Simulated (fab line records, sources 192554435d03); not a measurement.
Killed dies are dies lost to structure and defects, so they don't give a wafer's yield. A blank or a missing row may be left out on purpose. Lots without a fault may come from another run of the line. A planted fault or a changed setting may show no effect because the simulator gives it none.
Chamber matching | flow n5_finfet | N5_MOL_CONTACT_COAG_ALD_123 on ald_sin-04: 4 sister chambers
The step deposits SiNx, target thk 5 nm, pulse time 1 s, purge time 2 s. 14 wafers are shown with their chamber, then 7 later ones without.

WAFERS WITH THEIR CHAMBER
wafer  | chamber | heater_power_w (W) | precursor_pulse_height_rel
L075.4 | 0       | 785                | 0.995
L075.5 | 3       | 915                | 0.977
L075.6 | 2       | 756                | 0.951
L076.2 | 0       | 793                | 0.988
L076.3 | 2       | 750                | 1.018
L076.6 | 2       | 759                | 1.024
L085.2 | 0       | 808                | 1.006
L085.4 | 1       | 816                | 1.011
L085.5 | 1       | 823                | 1.016
L090.1 | 2       | 758                | 1.001
L090.3 | 1       | 815                | 1.014
L090.5 | 3       | 901                | 0.995
L094.3 | 2       | 766                | 0.977
L094.4 | 3       | 896                | 0.976

SIGNATURES (means of the wafers above)
reading                    | chamber 0 | chamber 1 | chamber 2 | chamber 3 | scatter within a chamber
heater_power_w             | 795.33    | 818.00    | 757.80    | 904.00    | 7.98
precursor_pulse_height_rel | 0.99633   | 1.01367   | 0.99420   | 0.98267   | 0.0202
Rule: a wafer's distance from a chamber is the root of the sum, over the readings, of the square of ((its reading less the chamber's mean) divided by the reading's scatter). The wafer belongs to the nearest chamber; if the next one is less than 2 further off, it can't be placed. The scatter: the root of (the sum of the squares of (reading less its chamber's mean) over the shown wafers, divided by (wafers less chambers)).

WAFERS WITHOUT THEIR CHAMBER
wafer  | heater_power_w (W) | precursor_pulse_height_rel
L094.6 | 832                | 0.979
L095.2 | 780                | 0.998
L095.5 | 760                | 1.030
L095.6 | 919                | 0.966
L097.2 | 898                | 1.018
L097.4 | 804                | 1.002
L097.6 | 906                | 1.014

WHICH CHAMBER EACH WENT THROUGH
wafer  | from the rows above     | in truth
L094.6 | 1                       | 1
L095.2 | can't be placed: 0 or 2 | 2
L095.5 | 2                       | 2
L095.6 | 3                       | 3
L097.2 | 3                       | 3
L097.4 | can't be placed: 0 or 1 | 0
L097.6 | 3                       | 3
Placed correctly: 5 of 7. Can't be placed from these rows: 2 (the true chamber is among the candidates in 2). Placed wrongly: 0.
